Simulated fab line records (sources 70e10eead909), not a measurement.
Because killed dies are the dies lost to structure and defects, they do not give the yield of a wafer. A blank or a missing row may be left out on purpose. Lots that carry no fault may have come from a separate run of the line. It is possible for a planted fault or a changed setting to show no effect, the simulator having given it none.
Struck lot and sound lot, side by side + flow nand_harc + 41 out of 1302 route steps
Sound: the wafers L273.2, L273.5, L273.6. Struck: wafer L289.6 (L289.2, L289.3, from the same lot, were not struck and are left out); the cause is given at the end.
Per side, at each step with rows, come the tool, then ch with its chambers, and then its first start. Under that, the readings that differ: sound wafers + struck wafers + difference of the means + sigmas: that difference in standard deviations of wafers without a fault.
alike: words and numbers the same on both sides, and readings whose means are apart by under 2 such deviations; not compared: readings that were withheld, readings missing a value for some wafer, numbers with overlapping values and no deviation given by the record, and bounds like >300 which may hide the same value.
The two part at a step that has a row with sigmas, a row that says differs or no value, or rows on one side only. Numbers that have no deviation but don't overlap get no sigmas and don't part them. A reading missing from all wafers of one side parts the sides only when that side holds two or more wafers.

first, 12 steps without rows for these wafers: NHARC_P_GATE_STRIP_101 (strips in O2, time 20 s); NHARC_P_GATE_PRECLEAN_97 (cleans in SPM, time 600 s); NHARC_P_GATE_SRD_98; NHARC_P_GATE_PRECLEAN_99 (cleans in SC1); NHARC_P_GATE_SRD_100; NHARC_P_GATE_DEHYDRATE_38 (time 120 s); NHARC_P_GATE_HMDS_39 (time 30 s); NHARC_P_GATE_COAT_40; NHARC_P_GATE_SOFTBAKE_41 (time 95 s); NHARC_P_GATE_EBR_42; NHARC_P_GATE_EXPOSE_43 (exposes mask P NSD, target cd 720 nm); NHARC_P_GATE_PEB_44 (peb time 85 s).
NHARC_P_GATE_DEVELOP_45: time 70 s.
  sound on litho_track-05 ch 0, day 5 09:00; struck on litho_track-05 ch 0, day 12 15:00
then, 1 step without rows for these wafers: NHARC_P_GATE_HARDBAKE_47 (time 80 s).
NHARC_P_GATE_DESCUM_48: chemistry O2, time 3 s.
  sound on rie_diel-13 ch 0,1,3, day 5 10:05; struck on rie_diel-09 ch 1, day 12 15:45
| reading                 | sound           | struck | difference | sigmas |
|-------------------------|-----------------|--------|------------|--------|
| model.P_GATE.cd_nm (nm) | 719.1 721 717.5 | 121.6  | -597.6     |        |
  alike: drypump_motor_current_A, oes_product_au, rf_vpp_V, showerhead_plenum_p_Torr, throttle_valve_pct
  not compared: rf_hours_counter_h
then, 1 step without rows for these wafers: NHARC_P_GATE_IMPLANT_49.
NHARC_P_GATE_STRIP_111: strips in N2/H2, time 250 s.
  sound on plasma_asher-02 ch 0,1, day 5 10:25; struck on plasma_asher-01 ch 0, day 12 16:10
| reading                     | sound          | struck | difference | sigmas |
|-----------------------------|----------------|--------|------------|--------|
| drypump_motor_current_A (A) | 5.67 5.62 5.80 | 5.44   | -0.26      | -2     |
| heater_power_w (W)          | 104 101 99     | 86     | -15        | -2     |
  not compared: rf_hours_counter_h
NHARC_P_GATE_STRIP_75: strips in O2.
  sound on plasma_asher-02 ch 0,1, day 5 10:44; struck on plasma_asher-01 ch 0, day 12 16:26
| reading                     | sound          | struck | difference | sigmas |
|-----------------------------|----------------|--------|------------|--------|
| drypump_motor_current_A (A) | 5.64 5.67 5.83 | 5.42   | -0.29      | -2     |
| heater_power_w (W)          | 389 391 361    | 326    | -54        | -2     |
  not compared: rf_hours_counter_h
then, 10 steps without rows for these wafers: NHARC_P_GATE_STRIP_50 (strips in SPM, time 900 s); NHARC_P_GATE_DEHYDRATE_51 (time 120 s); NHARC_P_GATE_HMDS_52 (time 30 s); NHARC_P_GATE_COAT_53; NHARC_P_GATE_SOFTBAKE_54 (time 95 s); NHARC_P_GATE_EBR_55; NHARC_P_GATE_EXPOSE_56 (exposes mask P PSD, target cd 720 nm); NHARC_P_GATE_PEB_57 (peb time 85 s); NHARC_P_GATE_DEVELOP_58 (time 70 s); NHARC_P_GATE_HARDBAKE_60 (time 80 s).
NHARC_P_GATE_DESCUM_61: chemistry O2, time 3 s.
  sound on rie_diel-09 ch 0,2,3, day 5 11:43; struck on rie_diel-09 ch 1, day 12 17:31
  alike: drypump_motor_current_A, oes_product_au, rf_vpp_V, showerhead_plenum_p_Torr, throttle_valve_pct
  not compared: rf_hours_counter_h
then, 1 step without rows for these wafers: NHARC_P_GATE_IMPLANT_62.
NHARC_P_GATE_STRIP_112: strips in N2/H2, time 200 s.
  sound on plasma_asher-01 ch 0,1, day 5 12:04; struck on plasma_asher-01 ch 0, day 12 17:55
  alike: drypump_motor_current_A, heater_power_w
  not compared: rf_hours_counter_h
NHARC_P_GATE_STRIP_76: strips in O2.
  sound on plasma_asher-01 ch 0,1, day 5 12:20; struck on plasma_asher-01 ch 0, day 12 18:09
  alike: drypump_motor_current_A, heater_power_w
  not compared: rf_hours_counter_h
then, 8 steps without rows for these wafers: NHARC_P_GATE_STRIP_63 (strips in SPM, time 900 s); NHARC_P_GATE_DEHYDRATE_83 (time 120 s); NHARC_P_GATE_HMDS_84 (time 30 s); NHARC_P_GATE_COAT_85; NHARC_P_GATE_SOFTBAKE_86 (time 95 s); NHARC_P_GATE_EBR_87; NHARC_P_GATE_EXPOSE_88 (exposes mask P HVN, target cd 2000 nm); NHARC_P_GATE_PEB_89 (peb time 85 s).
NHARC_P_GATE_DESCUM_93: chemistry O2, time 3 s.
  sound on rie_diel-13 ch 0,1, day 5 13:25; struck on rie_diel-02 ch 0, day 12 19:05
| reading                         | sound             | struck | difference | sigmas |
|---------------------------------|-------------------|--------|------------|--------|
| oes_product_au (a.u.)           | 1.004 0.995 1.000 | 1.018  | +0.018     | +2     |
| showerhead_plenum_p_Torr (Torr) | 1.86 1.86 1.84    | 1.98   | +0.13      | +2     |
| model.P_GATE.cd_nm (nm)         | 1997 2000 2000    | 121.6  | -1877.4    |        |
  alike: drypump_motor_current_A, rf_vpp_V, throttle_valve_pct
  not compared: rf_hours_counter_h

## WHERE THEY PART
First at NHARC_P_GATE_STRIP_111; last, within this record, at NHARC_P_GATE_DESCUM_93.

WHY: what had been put in by the simulator
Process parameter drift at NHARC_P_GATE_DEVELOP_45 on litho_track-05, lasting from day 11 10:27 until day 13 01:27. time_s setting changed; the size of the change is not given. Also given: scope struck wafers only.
